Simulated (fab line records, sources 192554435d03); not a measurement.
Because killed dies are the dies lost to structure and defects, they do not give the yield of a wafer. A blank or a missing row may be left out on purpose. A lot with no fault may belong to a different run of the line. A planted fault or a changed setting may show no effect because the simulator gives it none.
fab line records | flow n5Finfet
[record] lots = 7 | wafers = 21 | lastDay = 19
route steps=1938 shown BEOL_M12@1616
lots that met no fault: taken from a fault-free run of the same line
startH: the number of hours between the record's first day and the start of the first shown wafer of the lot | waitH: how many hours have passed since the lot's step before this one | " as in the row above | L1.1+2: one row covering several wafers at once | - no value, or no start was given | * or withheld: withheld | < > ~ a bound
route shown NAME@n: a module of which the file shows steps, and the number in the route of the first | usual: average and standard deviation across the fault-free wafers | same: alike in all rows | chamber/n: place in a boat | sites: each site's reading | _std_site: how widely they spread, as a standard deviation | _edge_site: mean of outer sites minus mean of inner sites | radiusMm: for every site, how far away it sits from the centre of the wafer | mask NAME#n: copy n | behind: the last tool/chamber to shape the wafer | hold: why the lot went on hold/how many hours it stayed there/how the hold came to an end | device: the n, p or np transistor that did not switch | end of line: the tests these same wafers got at the end of their route | for a step that has no rows: nothing shown but its recipe | killed: the dies lost at the first sort to structure and to defects; this is not the yield of the wafer | map: the dies of a wafer, with x for killed, . for not killed, _ for no die there
set.NAME: the setting as run; set.NAME@STEP: as run at that earlier step | model.NAME: the simulator's own value behind a step, which no gauge read
a table for each step, a row for each wafer; lots at some steps of the route
services: from which hour (startH, from the record's first day; less than 0 if before it) a tool's chamber was out of use, for how many hours, and why
[[steps]]
[step N5_BEOL_M12_ETCH_59]
[recipe] chemistry = N2/H2 | target = BARC | targetDepthA = 890 | overetchA = 267 | timeS = 67.9 | ionEnergyEv = 200 | pressureMtorr = 30 | sourceW = 840 | biasW = 150 | n2FlowSccm = 200 | h2FlowSccm = 200
[usual] biasW = 150.0/0.41 | drypumpMotorCurrentA = 5.71/0.26 | oesProductAu = 0.71/0.048 | rfVppV = 524.8/2.4 | showerheadPlenumPTorr = 2.58/0.083 | throttleValvePct = 17.75/0.25
lot.wafer | tool       | chamber | startH | waitH | biasW | drypumpMotorCurrentA | oesProductAu | rfHoursCounterH | rfVppV | showerheadPlenumPTorr | throttleValvePct
L508.1    | rieDiel-06 | 3       | 303.69 | 0.0   | 150.3 | 5.27                 | 0.78         | 34              | 525.6  | 2.59                  | 17.42
L508.4    | "          | 0       | "      | "     | 150.2 | 5.60                 | 0.68         | 92              | 527.3  | 2.69                  | 18.00
L508.6    | "          | 0       | "      | "     | 150.0 | 5.60                 | 0.68         | -               | 528.0  | 2.69                  | 17.98
L511.2    | rieDiel-05 | 1       | 314.71 | 0.0   | 150.1 | 5.83                 | 0.72         | 67              | 524.1  | 2.57                  | 17.36
L511.3    | "          | 2       | "      | "     | 149.6 | 6.15                 | 0.67         | 124             | 524.4  | 2.56                  | 18.13
L511.5    | "          | 3       | "      | "     | 149.7 | 5.91                 | 0.75         | -               | 522.0  | 2.49                  | 17.92
L512.1    | rieDiel-05 | 0       | 320.42 | 0.0   | 149.1 | 5.56                 | 0.63         | 162             | 524.1  | 2.53                  | 17.65
L512.4    | "          | 1       | "      | "     | 150.3 | 5.81                 | 0.72         | 71              | 524.8  | 2.57                  | 17.36
L512.5    | "          | 1       | "      | "     | 150.4 | 5.82                 | 0.72         | -               | 525.3  | 2.57                  | 17.39
L513.1    | rieDiel-04 | 0       | 321.02 | 0.0   | 150.5 | 5.39                 | 0.79         | 16              | 521.3  | 2.49                  | 17.55
L513.5    | "          | 1       | "      | "     | 149.8 | 6.07                 | 0.74         | -               | 524.0  | 2.58                  | 17.76
L513.6    | "          | 2       | "      | "     | 150.0 | 5.45                 | 0.86         | -               | 528.2  | 2.73                  | 17.95
L519.1    | rieDiel-05 | 2       | 391.79 | 0.0   | 149.8 | 6.18                 | 0.65         | 151             | 523.9  | 2.55                  | 18.18
L519.2    | "          | 0       | "      | "     | 150.5 | 5.58                 | 0.62         | 186             | 524.2  | 2.52                  | 17.68
L519.3    | "          | 3       | "      | "     | 150.4 | 5.93                 | 0.71         | 64              | 523.2  | 2.48                  | 17.96
L523.1    | rieDiel-04 | 3       | 412.75 | 0.0   | 149.6 | 6.04                 | 0.67         | 118             | 526.0  | 2.68                  | 17.97
L523.2    | "          | 1       | "      | "     | 150.4 | 6.07                 | 0.71         | 76              | 525.4  | 2.57                  | 17.82
L523.4    | "          | 2       | "      | "     | 150.1 | 5.45                 | 0.78         | 33              | 529.0  | 2.71                  | 18.03
L524.2    | rieDiel-04 | 0       | 415.61 | 0.0   | 150.2 | 5.42                 | 0.72         | 51              | 523.3  | 2.48                  | 17.60
L524.3    | "          | 1       | "      | "     | 149.4 | 6.02                 | 0.71         | 77              | 525.3  | 2.57                  | 17.81
L524.4    | "          | 2       | "      | "     | 150.9 | 5.44                 | 0.78         | 34              | 527.1  | 2.71                  | 18.03
[step N5_BEOL_M12_VIA_ETCH_16]
[recipe] chemistry = C4F8/O2/Ar | target = SiOC | pressureMtorr = 30 | sourceW = 3000 | biasW = 700 | Ar_flow_sccm = 400 | C4F8_flow_sccm = 15 | O2_flow_sccm = 8 | heInnerTorr = 15 | heOuterTorr = 30 | targetDepthA = 7248 | timeS = withheld | ionEnergyEv = 250 | ends = cleared
[usual] biasW = 699.7/2.3 | drypumpMotorCurrentA = 5.71/0.26 | mfcArSccm = 399.8/1.2 | oesProductAu = 0.75/0.052 | rfVppV = 666.7/2.9 | showerheadPlenumPTorr = 3.47/0.1 | throttleValvePct = 24.09/0.22
lot.wafer | tool       | chamber | startH | waitH | biasW | drypumpMotorCurrentA | mfcArSccm | oesProductAu | rfVppV | showerheadPlenumPTorr | throttleValvePct
L508.1    | rieDiel-06 | 3       | 303.74 | 0.0   | 700.2 | 5.28                 | 398.5     | 0.82         | 666.2  | 3.50                  | 23.80
L508.4    | "          | 0       | "      | "     | 700.2 | 5.59                 | 399.9     | 0.73         | 670.5  | 3.57                  | 24.25
L508.6    | "          | 0       | "      | "     | 697.3 | 5.57                 | 401.0     | 0.73         | 670.9  | 3.57                  | 24.26
L511.2    | rieDiel-05 | 1       | 314.76 | 0.0   | 696.8 | 5.80                 | 401.6     | 0.74         | 667.3  | 3.46                  | 23.77
L511.3    | "          | 2       | "      | "     | 696.8 | 6.17                 | 399.0     | 0.70         | 666.4  | 3.43                  | 24.44
L511.5    | "          | 3       | "      | "     | 701.1 | 5.94                 | 398.0     | 0.78         | 662.9  | 3.37                  | 24.27
L512.1    | rieDiel-05 | 0       | 320.47 | 0.0   | 698.8 | 5.61                 | 399.8     | 0.67         | 666.8  | 3.40                  | 23.85
L512.4    | "          | 1       | "      | "     | 699.1 | 5.82                 | 399.6     | 0.73         | 667.3  | 3.46                  | 23.76
L512.5    | "          | 1       | "      | "     | 700.2 | 5.80                 | 400.2     | 0.75         | 665.2  | 3.46                  | 23.74
L513.1    | rieDiel-04 | 0       | 321.07 | 0.0   | 702.0 | 5.44                 | 399.1     | 0.82         | 662.6  | 3.37                  | 23.90
L513.5    | "          | 1       | "      | "     | 700.5 | 6.05                 | 402.7     | 0.79         | 666.4  | 3.46                  | 24.09
L513.6    | "          | 2       | "      | "     | 699.3 | 5.46                 | 399.4     | 0.91         | 671.0  | 3.63                  | 24.30
L519.1    | rieDiel-05 | 2       | 391.84 | 0.0   | 700.4 | 6.17                 | 399.6     | 0.68         | 666.1  | 3.41                  | 24.48
L519.2    | "          | 0       | "      | "     | 699.1 | 5.59                 | 398.0     | 0.64         | 663.9  | 3.39                  | 23.91
L519.3    | "          | 3       | "      | "     | 699.4 | 5.92                 | 400.3     | 0.75         | 664.1  | 3.36                  | 24.32
L523.1    | rieDiel-04 | 3       | 412.80 | 0.0   | 696.5 | 6.02                 | 399.2     | 0.71         | 672.2  | 3.58                  | 24.33
L523.2    | "          | 1       | "      | "     | 704.3 | 6.13                 | 401.5     | 0.76         | 667.0  | 3.44                  | 24.13
L523.4    | "          | 2       | "      | "     | 701.5 | 5.45                 | 399.5     | 0.82         | 670.1  | 3.61                  | 24.34
L524.2    | rieDiel-04 | 0       | 415.66 | 0.0   | 696.5 | 5.41                 | 401.8     | 0.77         | 662.2  | 3.35                  | 23.96
L524.3    | "          | 1       | "      | "     | 697.5 | 6.06                 | 400.1     | 0.75         | 664.5  | 3.44                  | 24.12
L524.4    | "          | 2       | "      | "     | 698.7 | 5.44                 | 399.4     | 0.81         | 670.4  | 3.61                  | 24.36
[step N5_BEOL_M12_STRIP_63]
[recipe] chemistry = N2/H2 | powerW = 1000 | tempC = 250 | h2Frac = 0.65 | overashFraction = 0.3 | pressureMtorr = 1000 | n2FlowSccm = 1750 | h2FlowSccm = 3250
[usual] drypumpMotorCurrentA = 5.42/0.094 | heaterPowerW = 336/9.3 | oesProductAu = 0.694/0.0048 | stripTimeToEndpointS = 43.1/0.73
lot.wafer | tool           | chamber | startH | waitH | drypumpMotorCurrentA | heaterPowerW | oesProductAu | rfHoursCounterH | stripTimeToEndpointS
L508.1    | plasmaAsher-01 | 0       | 303.94 | -     | 5.58                 | 337          | 0.691        | 78              | 43.1
L508.4    | "              | 0       | "      | "     | 5.55                 | 337          | 0.690        | -               | 42.3
L508.6    | "              | 1       | "      | "     | 5.29                 | 315          | 0.695        | -               | 43.0
L511.2    | plasmaAsher-01 | 1       | 314.97 | -     | 5.27                 | 324          | 0.706        | 79              | 44.1
L511.3    | "              | 0       | "      | "     | 5.57                 | 330          | 0.696        | -               | 44.2
L511.5    | "              | 1       | "      | "     | 5.28                 | 324          | 0.695        | -               | 43.3
L512.1    | plasmaAsher-02 | 0       | 320.67 | -     | 5.44                 | 338          | 0.708        | 133             | 44.2
L512.4    | "              | 0       | "      | "     | 5.45                 | 341          | 0.703        | -               | 43.5
L512.5    | "              | 1       | "      | "     | 5.38                 | 341          | 0.690        | -               | 43.8
L513.1    | plasmaAsher-01 | 0       | 321.27 | -     | 5.62                 | 329          | 0.699        | 80              | 43.2
L513.5    | "              | 0       | "      | "     | 5.60                 | 344          | 0.696        | -               | 43.0
L513.6    | "              | 1       | "      | "     | 5.28                 | 318          | 0.687        | -               | 42.1
L519.1    | plasmaAsher-01 | 1       | 392.04 | -     | 5.25                 | 319          | 0.696        | 93              | 43.7
L519.2    | "              | 0       | "      | "     | 5.59                 | 340          | 0.690        | 93              | 42.9
L519.3    | "              | 0       | "      | "     | 5.59                 | 331          | 0.699        | -               | 42.3
L523.1    | plasmaAsher-02 | 0       | 413.00 | -     | 5.40                 | 348          | 0.697        | 152             | 43.6
L523.2    | "              | 1       | "      | "     | 5.40                 | 331          | 0.694        | 152             | 43.7
L523.4    | "              | 1       | "      | "     | 5.40                 | 339          | 0.700        | -               | 43.1
L524.2    | plasmaAsher-01 | 0       | 415.86 | -     | 5.60                 | 331          | 0.689        | 98              | 43.3
L524.3    | "              | 1       | "      | "     | 5.26                 | 314          | 0.698        | -               | 43.0
L524.4    | "              | 0       | "      | "     | 5.59                 | 339          | 0.694        | -               | 42.6
[step N5_BEOL_M12_STRIP_64]
[recipe] chemistry = N2/H2 | powerW = 1000 | tempC = 250 | h2Frac = 0.65 | overashFraction = 0.3 | pressureMtorr = withheld | n2FlowSccm = 1750 | h2FlowSccm = 3250
[usual] drypumpMotorCurrentA = 5.43/0.095 | heaterPowerW = 337/9.3 | oesProductAu = 0.715/0.0048 | stripTimeToEndpointS = 31.38/0.072
lot.wafer | tool           | chamber | startH | waitH | drypumpMotorCurrentA | heaterPowerW | oesProductAu | rfHoursCounterH | stripTimeToEndpointS
L508.1    | plasmaAsher-01 | 0       | 304.00 | 0.0   | 5.57                 | 338          | 0.717        | 78              | 31.47
L508.4    | "              | 0       | "      | "     | 5.60                 | 332          | 0.721        | -               | 31.38
L508.6    | "              | 1       | "      | "     | 5.28                 | 316          | 0.724        | -               | 31.36
L511.2    | plasmaAsher-01 | 1       | 315.03 | 0.0   | 5.27                 | 320          | 0.707        | 79              | 31.42
L511.3    | "              | 0       | "      | "     | 5.60                 | 331          | 0.714        | -               | 31.46
L511.5    | "              | 1       | "      | "     | 5.27                 | 317          | 0.715        | -               | 31.43
L512.1    | plasmaAsher-02 | 0       | 320.73 | 0.0   | 5.47                 | 325          | 0.718        | 133             | 31.49
L512.4    | "              | 0       | "      | "     | 5.44                 | 349          | 0.722        | -               | 31.44
L512.5    | "              | 1       | "      | "     | 5.38                 | 342          | 0.715        | -               | 31.50
L513.1    | plasmaAsher-01 | 0       | 321.33 | 0.0   | 5.61                 | 344          | 0.713        | 80              | 31.27
L513.5    | "              | 0       | "      | "     | 5.58                 | 332          | 0.716        | -               | 31.31
L513.6    | "              | 1       | "      | "     | 5.28                 | 325          | 0.715        | -               | 31.28
L519.1    | plasmaAsher-01 | 1       | 392.10 | 0.0   | 5.28                 | 326          | 0.713        | 93              | 31.30
L519.2    | "              | 0       | "      | "     | 5.56                 | 341          | 0.720        | 93              | 31.37
L519.3    | "              | 0       | "      | "     | 5.57                 | 344          | 0.715        | -               | 31.27
L523.1    | plasmaAsher-02 | 0       | 413.06 | 0.0   | 5.43                 | 343          | 0.715        | 152             | 31.35
L523.2    | "              | 1       | "      | "     | 5.41                 | 344          | 0.714        | 152             | 31.36
L523.4    | "              | 1       | "      | "     | 5.41                 | 334          | 0.713        | -               | 31.30
L524.2    | plasmaAsher-01 | 0       | 415.92 | 0.0   | 5.59                 | 333          | 0.716        | 98              | 31.32
L524.3    | "              | 1       | "      | "     | 5.27                 | 328          | 0.718        | -               | 31.33
L524.4    | "              | 0       | "      | "     | 5.59                 | 336          | 0.724        | -               | 31.38
[step N5_BEOL_M12_STRIP_71]
[recipe] chemistry = postEtchResidueRemover | timeS = 60 | tempC = 25 | removerPh = withheld | removerWaterWtPct = withheld | removerFluorideWtPct = withheld
[step N5_BEOL_M12_SRD_72]
[recipe] timeS = 30 | tempC = 23 | rinseLiquid = diw | dry = n2Spin | spinRpm = 1500 | dryTimeS = 30
[step N5_BEOL_M12_CD_MEAS_17]
[recipe] targetCdNm = 140 | polarity = opening
[usual] cdNm = 141.5/2.3
lot.wafer | tool     | chamber | startH | waitH | cdNm
L508.1    | cdSem-02 | -       | 304.15 | 0.0   | 140.7
L508.4    | "        | -       | "      | "     | 139.7
L508.6    | "        | -       | "      | "     | 138.6
L511.2    | cdSem-03 | -       | 315.17 | 0.0   | 142.2
L511.3    | "        | -       | "      | "     | 139.0
L511.5    | "        | -       | "      | "     | 143.5
L512.1    | cdSem-03 | -       | 320.88 | 0.0   | 143.3
L512.4    | "        | -       | "      | "     | 141.6
L512.5    | "        | -       | "      | "     | 142.9
L513.1    | cdSem-03 | -       | 321.47 | 0.0   | 135.4
L513.5    | "        | -       | "      | "     | 142.7
L513.6    | "        | -       | "      | "     | 139.5
L519.1    | cdSem-01 | -       | 392.25 | 0.0   | 141.5
L519.2    | "        | -       | "      | "     | 144.5
L519.3    | "        | -       | "      | "     | 145.2
L523.1    | cdSem-02 | -       | 413.21 | 0.0   | 143.6
L523.2    | "        | -       | "      | "     | 144.7
L523.4    | "        | -       | "      | "     | 140.6
L524.2    | cdSem-01 | -       | 416.07 | 0.0   | 141.3
L524.3    | "        | -       | "      | "     | 140.6
L524.4    | "        | -       | "      | "     | 144.0
[step N5_BEOL_M12_COAT_65]
[recipe] resist = SOC | tempC = 250 | timeS = 60 | spinRpm = 1500 | resistThkNm = 300
[step N5_BEOL_M12_COAT_66]
[recipe] resist = SiARC | tempC = 220 | timeS = 60 | spinRpm = 1500 | resistThkNm = 110
[step N5_BEOL_M12_COAT_22]
[recipe] spinRpm = 2888 | resistThkNm = 300
[step N5_BEOL_M12_EBR_24]
[recipe] solvent = PGMEA | ebrWidthMm = 1.5
[step N5_BEOL_M12_SOFTBAKE_23]
[recipe] tempC = 130 | timeS = 60
[step N5_BEOL_M12_EXPOSE_25]
[recipe] maskId = M12 | na = 0.93 | sourceShape = conventional | sigmaOuter = 0.4 | polarization = unpolarized | doseMj = 21.8
[usual] exposureDoseMJCm2 = 21.792/0.02 | focusOffsetNm = 0.0/0.55 | na = 0.93/0
lot.wafer | tool          | chamber | startH | waitH | mask  | exposureDoseMJCm2 | focusOffsetNm | na
L508.1    | krfScanner-01 | 0       | 304.30 | -     | M12#0 | 21.851            | 0.4           | 0.93
L508.4    | "             | 0       | "      | "     | M12#0 | 21.814            | 0.3           | 0.93
L508.6    | "             | 0       | "      | "     | M12#0 | 21.836            | 0.2           | 0.93
L511.2    | krfScanner-01 | -       | 315.34 | -     | M12#0 | -                 | -             | -
L511.3    | "             | -       | "      | "     | M12#0 | -                 | -             | -
L511.5    | "             | -       | "      | "     | M12#0 | -                 | -             | -
L512.1    | krfScanner-02 | -       | 321.16 | -     | M12#0 | -                 | -             | -
L512.4    | "             | -       | "      | "     | M12#0 | -                 | -             | -
L512.5    | "             | -       | "      | "     | M12#0 | -                 | -             | -
L513.1    | krfScanner-02 | -       | 321.63 | -     | M12#0 | -                 | -             | -
L513.5    | "             | -       | "      | "     | M12#0 | -                 | -             | -
L513.6    | "             | -       | "      | "     | M12#0 | -                 | -             | -
L519.1    | krfScanner-02 | 0       | 392.40 | -     | M12#0 | 21.783            | -0.6          | 0.93
L519.2    | "             | 0       | "      | "     | M12#0 | 21.766            | -1.3          | 0.93
L519.3    | "             | 0       | "      | "     | M12#0 | 21.771            | -0.6          | 0.93
L523.1    | krfScanner-01 | 0       | 413.37 | -     | M12#0 | 21.784            | -0.6          | 0.93
L523.2    | "             | 0       | "      | "     | M12#0 | 21.804            | -0.2          | 0.93
L523.4    | "             | 0       | "      | "     | M12#0 | 21.784            | -0.7          | 0.93
L524.2    | krfScanner-01 | 0       | 416.23 | -     | M12#0 | 21.812            | 0.0           | 0.93
L524.3    | "             | 0       | "      | "     | M12#0 | 21.851            | -0.1          | 0.93
L524.4    | "             | 0       | "      | "     | M12#0 | 21.812            | -0.5          | 0.93
[step N5_BEOL_M12_PEB_26]
[recipe] pebTempC = 130 | pebTimeS = 90
[[services]]
tool           | chamber | startH | hours | kind
rieDiel-04     | -       | 292.12 | 28.1  | pm
rieDiel-04     | 1       | 326.00 | 10.0  | repair
krfScanner-01  | -       | 327.26 | 1.3   | pm
rieDiel-05     | 0       | 329.85 | 3.2   | repair
rieDiel-05     | -       | 339.29 | 2.8   | pm
rieDiel-04     | -       | 341.02 | 0.3   | repair
plasmaAsher-01 | -       | 345.21 | 4.3   | repair
krfScanner-01  | -       | 350.52 | 0.8   | pm
rieDiel-05     | 1       | 355.98 | 1.7   | repair
krfScanner-02  | -       | 378.72 | 0.8   | pm
rieDiel-04     | -       | 391.12 | 0.2   | repair
rieDiel-06     | 0       | 393.32 | 5.4   | repair
krfScanner-02  | -       | 409.11 | 14.4  | repair
[[key]]
[firstSign] step = N5_BEOL_M12_EXPOSE_25 | reading = toolRecord | direction = missing
effect none on later readings
metAt N5_BEOL_M12_EXPOSE_25
struckWafers L511.2,L511.3,L511.5,L512.1,L512.4,L512.5,L513.1,L513.5,L513.6
laterRowsLeftOut L511.2,L511.3,L511.5,L512.1,L512.4,L512.5,L513.1,L513.5,L513.6
sortLeftOut L511.2,L511.3,L511.5,L512.1,L512.4,L512.5,L513.1,L513.5,L513.6
onsetBetween 304.30 315.34
[fault] kind = skippedStepWhole | tool = krfScanner-01,krfScanner-02 | chamber = - | onsetH = 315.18 | steps = N5_BEOL_M12_EXPOSE_25 | scope = struckLotsOnly
// sortLeftOut: the simulated sort isn't trusted on such a fault, so these wafers' sort isn't shown, and their yield isn't known
// laterRowsLeftOut: the simulator's readings of these wafers behind a module that went badly wrong aren't trusted and aren't shown, but for the sort
